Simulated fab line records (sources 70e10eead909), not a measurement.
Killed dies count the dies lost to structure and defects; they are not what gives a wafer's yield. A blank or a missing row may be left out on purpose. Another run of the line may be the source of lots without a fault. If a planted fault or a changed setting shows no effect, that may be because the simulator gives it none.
Chamber matching | flow nand-harc | NHARC_A_STAIRCASE_DESCUM_291 on rie-diel-11 has 4 sister chambers
The step chemistry O2, time 3 s. 4 wafers are shown with their chamber, then 12 later ones without.

## WAFERS, EACH WITH ITS CHAMBER
wafer  | chamber | drypump-motor-current-A (A)
L082.5 | 2       | 5.4
L081.1 | 3       | 5.2
L081.2 | 1       | 5.1
L081.4 | 0       | 6.6

## WAFERS WITH NO CHAMBER GIVEN
wafer  | drypump-motor-current-A (A)
L085.3 | 6.6
L085.4 | 5.4
L085.5 | 5.1
L093.2 | 6.7
L093.4 | 5.2
L093.5 | 5.4
L094.1 | 5.2
L094.3 | 5.1
L094.4 | 5.4
L097.1 | 5.2
L097.2 | 5.4
L097.5 | 5.4

## CHAMBER TAKEN BY EACH
wafer  | from the rows above | in truth
L085.3 | 0                   | 0
L085.4 | 2                   | 2
L085.5 | 1                   | 1
L093.2 | 0                   | 0
L093.4 | 3                   | 3
L093.5 | 2                   | 2
L094.1 | 3                   | 3
L094.3 | 1                   | 1
L094.4 | 2                   | 2
L097.1 | 3                   | 3
L097.2 | 2                   | 2
L097.5 | 2                   | 2
Placed correctly: 12 of 12. Number that these rows cannot place: 0. Placed wrongly: 0.
How it was worked out, from the rows above alone: a wafer's distance from a chamber is the root of the sum, over the readings, of the square of ((its reading less the chamber's mean) divided by the reading's scatter). If the next closest chamber is less than 2 further off than the closest, the wafer can't be placed; otherwise it belongs to the closest. A chamber's mean is the mean of its shown wafers. The scatter: root of mean squared gap, hidden wafer to nearest shown wafer, with one shown wafer a chamber.
